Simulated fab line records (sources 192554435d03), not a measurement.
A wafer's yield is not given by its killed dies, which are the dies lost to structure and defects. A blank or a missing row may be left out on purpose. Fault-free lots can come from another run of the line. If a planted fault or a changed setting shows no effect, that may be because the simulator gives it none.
Chamber matching + flow n5_finfet + 4 sister chambers for N5_MOL_CONTACT_COAG_VIA_ETCH_46 on rie_diel-04
The step etches SiO2 in C4F6/O2, target depth 46 nm, overetch 9.2 nm, time 40 s. 16 wafers are shown with their chamber, then 8 later ones without.

## EACH WAFER AND ITS CHAMBER
| wafer  | chamber | rf_vpp_V (V) | throttle_valve_pct (%) | showerhead_plenum_p_Torr (Torr) |
|--------|---------|--------------|------------------------|---------------------------------|
| L074.3 | 2       | 1541         | 40.9                   | 2.72                            |
| L074.4 | 0       | 1613         | 41.4                   | 2.81                            |
| L074.5 | 1       | 1613         | 39.9                   | 2.67                            |
| L077.1 | 0       | 1614         | 41.5                   | 2.81                            |
| L077.2 | 1       | 1614         | 39.9                   | 2.67                            |
| L077.5 | 1       | 1614         | 39.9                   | 2.67                            |
| L078.1 | 1       | 1614         | 39.9                   | 2.67                            |
| L078.2 | 3       | 1679         | 42.0                   | 2.96                            |
| L078.6 | 0       | 1613         | 41.5                   | 2.81                            |
| L080.1 | 3       | 1678         | 42.0                   | 2.96                            |
| L080.3 | 1       | 1614         | 39.9                   | 2.66                            |
| L080.5 | 1       | 1615         | 40.0                   | 2.66                            |
| L082.1 | 2       | 1541         | 40.9                   | 2.71                            |
| L082.2 | 0       | 1613         | 41.5                   | 2.80                            |
| L082.6 | 2       | 1539         | 41.0                   | 2.71                            |
| L090.2 | 3       | 1677         | 42.0                   | 2.95                            |

SIGNATURES (means of the wafers above)
| reading                  | chamber 0 | chamber 1 | chamber 2 | chamber 3 | scatter within a chamber |
|--------------------------|-----------|-----------|-----------|-----------|--------------------------|
| rf_vpp_V                 | 1613.25   | 1614.00   | 1540.33   | 1678.00   | 0.786                    |
| throttle_valve_pct       | 41.475    | 39.917    | 40.933    | 42.000    | 0.0433                   |
| showerhead_plenum_p_Torr | 2.8075    | 2.6667    | 2.7133    | 2.9567    | 0.00534                  |
Rule: distance of a wafer from a chamber = root of the sum over the readings of ((wafer's reading minus chamber's mean) / reading's scatter) squared. If the next closest chamber is less than 2 further off than the closest, the wafer can't be placed; otherwise it belongs to the closest. The scatter is the square root of a quotient: the sum, over the shown wafers, of each reading's squared deviation from its chamber's mean, divided by wafers minus chambers.

## WAFERS WITH NO CHAMBER GIVEN
| wafer  | rf_vpp_V (V) | throttle_valve_pct (%) | showerhead_plenum_p_Torr (Torr) |
|--------|--------------|------------------------|---------------------------------|
| L090.5 | 1639         | 40.5                   | 2.99                            |
| L090.6 | 1676         | 42.0                   | 2.95                            |
| L091.4 | 1640         | 40.5                   | 2.99                            |
| L091.5 | 1678         | 42.0                   | 2.95                            |
| L091.6 | 1538         | 41.0                   | 2.70                            |
| L093.3 | 1613         | 41.4                   | 2.79                            |
| L093.5 | 1678         | 42.0                   | 2.95                            |
| L093.6 | 1541         | 41.0                   | 2.70                            |

## EACH ONE'S CHAMBER
| wafer  | from the rows above | in truth                   |
|--------|---------------------|----------------------------|
| L090.5 | 0                   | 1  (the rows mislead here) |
| L090.6 | 3                   | 3                          |
| L091.4 | 0                   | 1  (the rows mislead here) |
| L091.5 | 3                   | 3                          |
| L091.6 | 2                   | 2                          |
| L093.3 | 0                   | 0                          |
| L093.5 | 3                   | 3                          |
| L093.6 | 2                   | 2                          |
6 of 8 placed correctly. From these rows, 0 cannot be placed. Number placed wrongly: 2.
